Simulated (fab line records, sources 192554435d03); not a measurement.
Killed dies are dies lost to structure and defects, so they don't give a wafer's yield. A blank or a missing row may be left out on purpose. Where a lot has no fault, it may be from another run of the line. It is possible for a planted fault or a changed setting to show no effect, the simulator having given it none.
2 desks looking at one fault || flow n5Finfet || every desk sees just its own numbers, and what lay behind them comes last

THE TOOL OWNER'S DESK: lithoTrack-05
The tool's own readings at N5_MOL_CONTACT_COAG_COAT_62 (time 60 s, resist thk 60 nm): means of the sampled wafers that have a number, for each lot that ran on this tool. The brackets show how far a lot's mean lies from the usual mean; more than 4 standard deviations puts the lot out of limits, marked OUT.
Columns: A = plateTempC at N5_MOL_CONTACT_COAG_COAT_62, usual 249.97 C; B = spinSpeedRpm at N5_MOL_CONTACT_COAG_COAT_62, usual 1499.8 rpm
{"lot": "L222", "first seen here": "day 5 09:37", "A": 249.80, "B": 1499.9}
{"lot": "L229", "first seen here": "day 7 10:07", "A": 250.00, "B": 1499.9}
{"lot": "L240", "first seen here": "day 10 00:52", "A": 249.86, "B": "1798.3 (+99 or more) OUT"}
{"lot": "L241", "first seen here": "day 10 05:39", "A": 249.90, "B": "1798.8 (+99 or more) OUT"}
This desk finds L240, L241 out of limits, L240 being first, at day 10 00:52 (spinSpeedRpm at N5_MOL_CONTACT_COAG_COAT_62). Within limits: L222, L229.

THE METROLOGY DESK
What the gauges read, lot by lot, whatever tool the lot ran on: means of the sampled wafers that have a number. The brackets show how far a lot's mean lies from the usual mean; more than 4 standard deviations puts the lot out of limits, marked OUT. Readings shown: 7 of its 10, picked as those furthest out on some lot.
Columns: A = DIBL_N at N5_BEOL_M4_RC_MEAS_101, usual 37.5 mV/V; B = DIBL_P at N5_BEOL_M4_RC_MEAS_101, usual 38 mV/V; C = IOFF_N at N5_BEOL_M4_RC_MEAS_101, usual 0.19 nA/um; D = ION_N at N5_BEOL_M4_RC_MEAS_101, usual 679 uA/um; E = SS_P at N5_BEOL_M4_RC_MEAS_101, usual 73.7 mV/dec; F = VT_N at N5_BEOL_M4_RC_MEAS_101, usual 248 mV; G = VT_P at N5_BEOL_M4_RC_MEAS_101, usual -249 mV
{"lot": "L221", "first seen here": "day 7 19:21", "A": 37.2, "B": 38, "C": 0.18, "D": 672, "E": 73.5, "F": 251, "G": -248}
{"lot": "L222", "first seen here": "day 8 02:04", "A": 37.3, "B": 39, "C": 0.18, "D": 676, "E": 73.8, "F": 251, "G": -250}
{"lot": "L228", "first seen here": "day 10 05:40", "A": 35.6, "B": 36, "C": 0.15, "D": 669, "E": 73.3, "F": 252, "G": -252}
{"lot": "L230", "first seen here": "day 10 09:25", "A": 39.3, "B": 38, "C": 0.20, "D": 684, "E": 73.9, "F": 248, "G": -245}
{"lot": "L229", "first seen here": "day 10 21:11", "A": 36.7, "B": 37, "C": 0.14, "D": 660, "E": 73.5, "F": 253, "G": -251}
{"lot": "L235", "first seen here": "day 11 19:13", "A": 36.9, "B": 37, "C": 0.15, "D": 666, "E": 73.6, "F": 252, "G": -249}
{"lot": "L240", "first seen here": "day 13 00:09", "A": 36.9, "B": 36, "C": 0.18, "D": 678, "E": 73.7, "F": 247, "G": -250}
{"lot": "L242", "first seen here": "day 13 22:26", "A": 39.2, "B": 41, "C": 0.21, "D": 683, "E": 74.6, "F": 246, "G": -250}
{"lot": "L241", "first seen here": "day 13 22:40", "A": 39.7, "B": 37, "C": 0.20, "D": 678, "E": 73.7, "F": 249, "G": -249}
Finding of this desk: none of the 9 lots has anything out of limits.

PUT TOGETHER
An alarm could have come from the tool owner's desk at day 10 00:52, on L240, L241.
The metrology desk saw nothing out of limits.
The metrology desk holds a record of L240, L241, inside its limits.
Every lot named ran N5_MOL_CONTACT_COAG_COAT_62 on lithoTrack-05.

WHAT THE SIMULATOR HAD INSERTED
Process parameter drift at N5_MOL_CONTACT_COAG_COAT_62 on lithoTrack-05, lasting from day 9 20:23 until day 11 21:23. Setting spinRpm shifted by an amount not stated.
Struck lots among those shown: L240, L241.
Delay in hours, fault start to first out-of-limits reading, by desk: the tool owner's desk at 4.
